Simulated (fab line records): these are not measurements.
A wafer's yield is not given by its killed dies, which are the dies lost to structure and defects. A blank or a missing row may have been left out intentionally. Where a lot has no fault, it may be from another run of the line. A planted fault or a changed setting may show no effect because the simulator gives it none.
fab line records	flow n5Finfet
[record] lots = 15	wafers = 45	lastDay = 18
route steps=1938 shown DUMMY_GATE@236 SD_EPI_N@268
lots that met no fault: taken from a fault-free run of the same line
startH: hours from the record's first day to the start of the lot's first wafer shown	waitH: time in hours since the lot's previous step	" same as the row above	L1.1+2: a row that stands for several wafers	- value missing, or start not given	* or withheld: withheld	< > ~ a bound
route shown NAME@n: a module of which the file shows steps, and the number in the route of the first	usual: mean/standard deviation taken from wafers without a fault	same: alike in all rows	chamber/n: place in a boat	sites: per-site readings	_std_site: how widely they spread, as a standard deviation	_edge_site: mean of outer sites minus mean of inner sites	radiusMm: for every site, how far away it sits from the centre of the wafer	mask NAME#n: copy n	behind: tool/chamber where the wafer was last shaped	hold: reason for holding the lot/hours on hold/outcome of the hold	device: the transistor (n, p or np) that didn't switch	end of line: tests of these same wafers at the route's end	for a step that has no rows: nothing shown but its recipe	killed: not the wafer's yield, but the dies lost to structure and defects at the first sort	map: dies across one wafer; x = killed, . = not, _ = none there
set.NAME: the setting that was run; set.NAME@STEP: the one run at that earlier step	model.NAME: the simulator's own value behind a step, which no gauge read
route steps across a sampled set of lots; one table per step, one row per wafer
services: when a tool's chamber went out of use (startH, in hours from the record's first day, below 0 if earlier), for how many hours, and the reason
[[steps]]
[step N5_DUMMY_GATE_ETCH_36]
[recipe] chemistry = CF4	target = SiARC	targetDepthA = 130	pressureMtorr = 40	sourceW = 545	biasW = 36	Ar_flow_sccm = 100	cf4FlowSccm = 100	ionEnergyEv = 80
[usual] drypumpMotorCurrentA = 5.9/0.51	oesProductAu = 0.74/0.055	rfVppV = 184.2/1.2	showerheadPlenumPTorr = 2.16/0.063	throttleValvePct = 15.59/0.21
lot.wafer	tool	chamber	startH	waitH	drypumpMotorCurrentA	oesProductAu	rfHoursCounterH	rfVppV	showerheadPlenumPTorr	throttleValvePct
L467.1	rieDiel-05	1	45.42	0.0	5.3	0.71	201	185.3	2.20	15.72
L467.3	"	3	"	"	5.8	0.74	132	186.7	2.22	15.79
L467.4	"	2	"	"	6.6	0.78	112	183.2	2.14	15.46
L469.4	rieDiel-02	3	57.68	0.0	6.2	0.70	191	185.7	2.22	15.59
L469.5	"	1	"	"	6.3	0.88	-	183.6	2.19	15.20
L469.6	"	0	"	"	5.2	0.73	-	184.8	2.21	15.67
L470.3	rieDiel-02	0	64.07	0.0	5.2	0.72	194	185.7	2.21	15.66
L470.5	"	0	"	"	5.2	0.73	-	187.0	2.21	15.70
L470.6	"	1	"	"	6.3	0.88	-	184.3	2.19	15.19
L471.1	rieDiel-02	0	71.80	0.0	5.2	0.72	196	184.9	2.21	15.68
L471.2	"	2	"	"	5.9	0.71	206	183.2	2.05	15.55
L471.3	"	3	"	"	6.3	0.69	196	186.5	2.22	15.60
L472.2	rieDiel-03	3	83.31	0.0	4.8	0.76	139	184.5	2.24	15.60
L472.4	"	2	"	"	5.9	0.68	234	184.6	2.21	16.00
L472.5	"	3	"	"	4.9	0.75	-	186.0	2.24	15.60
L473.1	rieDiel-05	0	86.92	0.0	6.6	0.77	125	183.9	2.08	15.30
L473.4	"	3	"	"	5.9	0.72	145	184.9	2.22	15.81
L473.5	"	2	"	"	6.6	0.77	-	184.4	2.14	15.48
L480.2	rieDiel-05	1	130.35	0.0	5.3	0.69	230	186.1	2.19	15.77
L480.4	"	1	"	"	5.3	0.70	-	183.8	2.19	15.78
L480.6	"	2	"	"	6.6	0.76	-	184.3	2.13	15.50
L481.2	rieDiel-02	2	130.62	0.0	5.9	0.70	223	182.1	2.04	15.57
L481.4	"	3	"	"	6.3	0.69	214	184.7	2.21	15.61
L481.6	"	3	"	"	6.3	0.69	-	183.3	2.21	15.63
L482.1	rieDiel-02	0	140.16	0.0	5.2	0.71	215	185.7	2.21	15.72
L482.3	"	1	"	"	6.3	0.84	51	183.9	2.18	15.26
L482.6	"	3	"	"	6.2	0.69	-	186.2	2.21	15.62
L483.2	rieDiel-02	1	142.06	0.0	6.3	0.83	51	185.1	2.18	15.27
L483.3	"	3	"	"	6.2	0.68	217	185.4	2.21	15.65
L483.5	"	1	"	"	6.3	0.83	-	185.3	2.18	15.25
L484.3	rieDiel-05	1	148.38	0.0	5.3	0.68	236	184.3	2.19	15.78
L484.4	"	2	"	"	6.6	0.75	146	182.9	2.13	15.51
L484.6	"	1	"	"	5.3	0.69	-	185.0	2.19	15.80
L485.2	rieDiel-02	0	154.99	0.0	5.2	0.70	221	184.3	2.20	15.73
L485.3	"	2	"	"	5.9	0.69	232	182.8	2.04	15.60
L485.5	"	1	"	"	6.3	0.82	-	184.5	2.18	15.26
L487.2	rieDiel-05	1	166.91	0.0	5.3	0.68	243	184.4	2.19	15.79
L487.4	"	0	"	"	6.6	0.74	150	182.4	2.07	15.34
L487.5	"	3	"	"	5.8	0.70	-	185.3	2.21	15.85
L488.1	rieDiel-02	0	178.17	0.0	5.2	0.70	227	185.2	2.20	15.74
L488.2	"	2	"	"	5.9	0.69	238	182.1	2.04	15.61
L488.3	"	1	"	"	6.3	0.82	63	182.9	2.18	15.29
L489.3	rieDiel-02	1	179.07	0.0	6.3	0.83	63	185.2	2.18	15.28
L489.5	"	0	"	"	5.2	0.70	-	183.2	2.20	15.74
L489.6	"	1	"	"	6.3	0.81	-	184.9	2.18	15.28
[step N5_DUMMY_GATE_TRIM_49]
[recipe] chemistry = O2	resist = SOC	timeS = 29	targetCdNm = 14	sourcePowerW = 300	biasPowerW = 0	O2_flow_sccm = 100	tempC = 20
[usual] drypumpMotorCurrentA = 5.66/0.3	heBacksideLeakSccm = 2.58/0.23	oesProductAu = 0.999/0.019	throttleValvePct = 8.19/0.21
lot.wafer	tool	chamber	startH	waitH	drypumpMotorCurrentA	heBacksideLeakSccm	oesProductAu	rfHoursCounterH	throttleValvePct
L467.1	rieSi-05	0	45.54	0.0	5.95	3.06	0.964	142	8.58
L467.3	"	3	"	"	5.12	2.63	1.020	7	8.04
L467.4	"	1	"	"	5.73	2.60	1.013	92	8.33
L469.4	rieSi-05	2	57.81	0.0	5.83	2.42	1.000	106	8.42
L469.5	"	2	"	"	5.82	2.63	0.996	-	8.43
L469.6	"	1	"	"	5.69	2.47	1.009	-	8.34
L470.3	rieSi-04	0	64.19	0.0	5.73	2.41	1.000	75	7.98
L470.5	"	0	"	"	5.75	2.44	0.985	-	7.98
L470.6	"	1	"	"	5.82	2.59	0.958	-	7.85
L471.1	rieSi-04	1	71.92	0.0	5.82	2.72	0.973	8	7.86
L471.2	"	3	"	"	5.44	2.47	0.999	4	8.09
L471.3	"	2	"	"	4.96	2.32	1.026	26	8.13
L472.2	rieSi-04	1	83.43	0.0	5.83	2.60	0.982	8	7.87
L472.4	"	0	"	"	5.74	2.34	0.999	76	7.99
L472.5	"	0	"	"	5.77	2.24	1.005	-	7.98
L473.1	rieSi-04	3	87.04	0.0	5.44	2.48	1.003	5	8.10
L473.4	"	1	"	"	5.83	2.56	0.982	8	7.87
L473.5	"	3	"	"	5.45	2.44	0.997	-	8.12
L480.2	rieSi-06	2	130.52	0.0	5.64	2.75	1.006	3	8.19
L480.4	"	0	"	"	5.78	2.43	0.977	40	7.95
L480.6	"	0	"	"	5.76	2.47	0.994	-	7.96
L481.2	rieSi-05	0	130.74	0.0	5.99	2.82	0.976	143	8.56
L481.4	"	2	"	"	5.80	2.29	0.988	108	8.43
L481.6	"	1	"	"	5.70	2.48	1.021	-	8.33
L482.1	rieSi-06	1	140.29	0.0	6.01	2.71	1.000	69	8.42
L482.3	"	2	"	"	5.64	2.65	0.986	3	8.18
L482.6	"	2	"	"	5.65	2.70	0.988	-	8.18
L483.2	rieSi-06	1	142.18	0.0	6.03	2.88	1.000	69	8.42
L483.3	"	0	"	"	5.78	2.48	0.976	40	7.95
L483.5	"	0	"	"	5.78	2.47	0.983	-	7.96
L484.3	rieSi-04	3	148.51	0.0	5.40	2.30	1.016	6	8.11
L484.4	"	2	"	"	4.98	2.20	1.036	27	8.11
L484.6	"	1	"	"	5.80	2.62	0.979	-	7.87
L485.2	rieSi-05	3	155.11	0.0	5.12	2.83	1.028	9	8.05
L485.3	"	0	"	"	5.99	2.81	0.965	144	8.56
L485.5	"	2	"	"	5.80	2.50	0.979	-	8.43
L487.2	rieSi-06	0	167.03	0.0	5.78	2.37	0.980	40	7.96
L487.4	"	2	"	"	5.61	2.83	0.986	4	8.19
L487.5	"	3	"	"	5.81	3.12	1.010	-	8.07
L488.1	rieSi-05	2	178.29	0.0	5.82	2.45	0.988	108	8.43
L488.2	"	0	"	"	5.96	2.76	0.973	144	8.57
L488.3	"	1	"	"	5.71	2.64	1.011	94	8.33
L489.3	rieSi-05	2	179.19	0.0	5.80	2.07	0.984	109	8.42
L489.5	"	1	"	"	5.68	2.56	1.011	-	8.32
L489.6	"	2	"	"	5.81	2.13	0.989	-	8.43
[step N5_SD_EPI_N_PEB_07]
[recipe] pebTempC = 110	pebTimeS = 60	resist = CAR-ArF-block
[usual] chillPlateTempC = 23.02/0.1	exhaustPa = 44.9/0.93
lot.wafer	tool	chamber	startH	waitH	chillPlateTempC	exhaustPa
L467.1	lithoTrack-03	0	47.58	0.1	23.16	46.0
L467.3	"	0	"	"	23.15	46.0
L467.4	"	0	"	"	23.10	45.1
L469.4	lithoTrack-01	0	59.71	0.0	23.15	45.7
L469.5	"	0	"	"	23.07	46.9
L469.6	"	0	"	"	23.08	44.7
L470.3	lithoTrack-03	0	66.30	0.0	22.81	45.1
L470.5	"	0	"	"	22.92	44.3
L470.6	"	0	"	"	22.89	44.5
L471.1	lithoTrack-01	-	74.23	0.1	-	-
L471.2	"	-	"	"	-	-
L471.3	"	-	"	"	-	-
L472.2	lithoTrack-03	-	87.17	0.0	-	-
L472.4	"	-	"	"	-	-
L472.5	"	-	"	"	-	-
L473.1	lithoTrack-01	-	89.27	0.1	-	-
L473.4	"	-	"	"	-	-
L473.5	"	-	"	"	-	-
L480.2	lithoTrack-03	0	132.30	0.0	22.96	43.9
L480.4	"	0	"	"	23.11	43.5
L480.6	"	0	"	"	23.05	45.1
L481.2	lithoTrack-04	0	132.63	0.0	22.88	43.1
L481.4	"	0	"	"	22.92	43.4
L481.6	"	0	"	"	23.03	44.5
L482.1	lithoTrack-04	0	142.15	0.1	23.12	44.1
L482.3	"	0	"	"	22.92	44.1
L482.6	"	0	"	"	22.94	43.8
L483.2	lithoTrack-01	0	144.04	0.0	23.07	44.4
L483.3	"	0	"	"	22.86	44.9
L483.5	"	0	"	"	22.98	45.5
L484.3	lithoTrack-03	0	150.60	0.0	23.09	43.4
L484.4	"	0	"	"	22.99	44.4
L484.6	"	0	"	"	22.88	42.7
L485.2	lithoTrack-04	0	157.16	0.0	23.08	44.9
L485.3	"	0	"	"	22.86	45.6
L485.5	"	0	"	"	23.10	45.8
L487.2	lithoTrack-03	0	169.17	0.0	23.09	44.3
L487.4	"	0	"	"	23.11	45.9
L487.5	"	0	"	"	23.22	45.3
L488.1	lithoTrack-01	0	180.16	0.1	22.71	44.0
L488.2	"	0	"	"	22.81	44.6
L488.3	"	0	"	"	23.05	44.6
L489.3	lithoTrack-01	0	181.61	0.0	23.11	44.8
L489.5	"	0	"	"	23.12	45.1
L489.6	"	0	"	"	23.07	45.5
[step N5_SD_EPI_N_ETCH_34]
[recipe] chemistry = CF4	target = SiARC	targetDepthA = 455	maskMaterial = CAR-ArF-block	timeS = 75.8	ionEnergyEv = 80	pressureMtorr = 40	sourceW = 545	biasW = 36	Ar_flow_sccm = 100	cf4FlowSccm = 100	ends = cleared
[usual] drypumpMotorCurrentA = 5.7/0.41	etchRfOnTimeS = 75.3/2.2	oesProductAu = 0.68/0.075	rfVppV = 184.0/1.2	showerheadPlenumPTorr = 2.14/0.062	throttleValvePct = 15.54/0.19
lot.wafer	tool	chamber	startH	waitH	drypumpMotorCurrentA	etchRfOnTimeS	oesProductAu	rfHoursCounterH	rfVppV	showerheadPlenumPTorr	throttleValvePct
L467.1	rieDiel-04	3	47.86	0.0	5.1	76.7	0.74	47	185.1	2.08	15.52
L467.3	"	1	"	"	5.9	76.1	0.60	198	184.3	2.21	15.79
L467.4	"	2	"	"	6.0	77.4	0.63	143	182.7	2.15	15.37
L469.4	rieDiel-04	3	59.90	0.0	5.2	76.8	0.75	52	182.9	2.08	15.53
L469.5	"	3	"	"	5.1	76.9	0.75	-	182.3	2.08	15.52
L469.6	"	0	"	"	5.9	75.4	0.72	-	182.6	2.10	15.34
L470.3	rieDiel-06	3	66.49	0.0	5.1	78.5	0.80	5	184.8	2.11	15.49
L470.5	"	1	"	"	6.4	73.3	0.61	-	181.0	2.01	15.81
L470.6	"	2	"	"	5.8	69.9	0.82	-	186.6	2.19	15.40
L471.1	rieDiel-01	3	74.57	0.0	6.1	74.7	0.62	213	183.1	2.12	15.69
L471.2	"	0	"	"	5.2	75.9	0.75	35	185.2	2.26	15.41
L471.3	"	1	"	"	5.3	73.2	0.62	216	185.5	2.11	15.89
L472.2	rieDiel-01	1	87.51	0.0	5.3	73.4	0.62	220	183.0	2.11	15.89
L472.4	"	0	"	"	5.2	75.5	0.75	39	185.2	2.25	15.40
L472.5	"	1	"	"	5.3	73.4	0.63	-	182.3	2.11	15.90
L473.1	rieDiel-01	2	89.47	0.0	5.6	75.8	0.78	20	184.6	2.09	15.30
L473.4	"	0	"	"	5.2	75.9	0.75	39	185.9	2.25	15.41
L473.5	"	2	"	"	5.6	75.4	0.78	-	183.1	2.09	15.29
L480.2	rieDiel-01	0	132.50	0.0	5.2	75.8	0.72	54	185.3	2.25	15.44
L480.4	"	2	"	"	5.6	74.7	0.76	37	185.5	2.09	15.33
L480.6	"	2	"	"	5.6	74.8	0.77	-	182.9	2.09	15.34
L481.2	rieDiel-04	2	132.98	0.0	6.0	78.3	0.62	170	182.6	2.14	15.43
L481.4	"	3	"	"	5.1	76.3	0.72	75	182.7	2.07	15.56
L481.6	"	2	"	"	6.0	78.1	0.62	-	185.1	2.14	15.44
L482.1	rieDiel-01	2	142.44	0.0	5.6	75.2	0.75	41	182.3	2.09	15.36
L482.3	"	1	"	"	5.3	72.7	0.62	241	184.1	2.10	15.96
L482.6	"	3	"	"	6.2	74.8	0.60	-	184.1	2.11	15.75
L483.2	rieDiel-04	2	144.23	0.0	6.0	79.0	0.61	173	185.0	2.14	15.43
L483.3	"	0	"	"	6.0	75.7	0.68	107	183.9	2.09	15.40
L483.5	"	1	"	"	5.9	77.4	0.57	-	185.5	2.20	15.86
L484.3	rieDiel-04	3	150.79	0.0	5.1	76.7	0.72	81	183.2	2.07	15.57
L484.4	"	0	"	"	5.9	75.7	0.69	111	184.2	2.08	15.40
L484.6	"	0	"	"	5.9	75.6	0.68	-	183.3	2.08	15.40
L485.2	rieDiel-06	1	157.95	0.0	6.3	72.2	0.80	17	185.9	2.26	15.36
L485.3	"	0	"	"	5.2	75.7	0.61	197	185.5	2.22	15.48
L485.5	"	2	"	"	5.8	69.2	0.76	-	184.5	2.18	15.44
L487.2	rieDiel-04	1	169.35	0.0	5.8	78.0	0.57	242	184.6	2.19	15.87
L487.4	"	3	"	"	5.1	77.1	0.70	88	182.3	2.07	15.59
L487.5	"	2	"	"	6.0	78.7	0.61	-	183.5	2.14	15.46
L488.1	rieDiel-06	2	180.66	0.0	5.8	69.8	0.75	64	184.4	2.17	15.48
L488.2	"	1	"	"	6.4	72.7	0.79	24	185.6	2.26	15.37
L488.3	"	0	"	"	5.2	76.5	0.61	204	185.3	2.21	15.49
L489.3	rieDiel-04	3	181.80	0.0	5.2	75.9	0.71	91	182.5	2.07	15.60
L489.5	"	3	"	"	5.1	76.7	0.70	-	183.6	2.07	15.60
L489.6	"	2	"	"	6.0	78.4	0.61	-	183.9	2.13	15.46
[[services]]
tool	chamber	startH	hours	kind
rieDiel-04	1	22.90	8.3	repair
rieSi-05	3	25.72	4.7	repair
rieDiel-02	1	29.54	7.5	repair
rieSi-04	-	33.20	0.2	repair
rieDiel-02	2	33.44	10.3	repair
rieDiel-06	3	39.13	-	clean
rieDiel-06	3	39.13	-	consumableReplace:focusRing
rieDiel-06	3	39.13	13.7	scheduledDown
rieSi-05	1	49.77	1.1	repair
rieDiel-04	1	51.36	4.4	repair
rieDiel-03	3	60.59	9.6	repair
rieSi-06	-	81.02	2.8	pm
rieSi-05	-	82.59	10.0	pm
rieDiel-02	0	83.16	3.2	repair
rieDiel-05	3	120.53	12.2	repair
rieDiel-04	3	122.87	3.9	repair
rieDiel-04	-	126.60	2.8	pm
rieDiel-05	0	130.14	5.3	repair
lithoTrack-03	-	139.23	-	consumableReplace:filter
lithoTrack-01	-	143.14	-	consumableReplace:filter
rieDiel-01	-	144.78	4.3	pm
rieDiel-02	-	145.77	0.3	repair
rieSi-05	3	170.39	8.0	repair
rieDiel-06	3	173.08	5.7	repair
[[key]]
[firstSign] step = N5_SD_EPI_N_PEB_07	reading = toolRecord	direction = missing
effect none on later readings
metAt N5_SD_EPI_N_PEB_07
struckLots L471,L472,L473
laterRowsLeftOut L471.1,L471.2,L471.3,L472.2,L472.4,L472.5,L473.1,L473.4,L473.5
sortLeftOut L471.1,L471.2,L471.3,L472.2,L472.4,L472.5,L473.1,L473.4,L473.5
notActingAt N5_DUMMY_GATE_ETCH_36,N5_DUMMY_GATE_TRIM_49,N5_SD_EPI_N_ETCH_34
onsetBetween 66.30 74.23
[fault] kind = skippedStepWhole	tool = lithoTrack-01,lithoTrack-03	chamber = -	onsetH = 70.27	steps = N5_SD_EPI_N_PEB_07	scope = struckLotsOnly
// sortLeftOut: the simulated sort isn't trusted on such a fault, so these wafers' sort isn't shown, and their yield isn't known
// laterRowsLeftOut: the simulator's readings of these wafers behind a module that went badly wrong aren't trusted and aren't shown, but for the sort
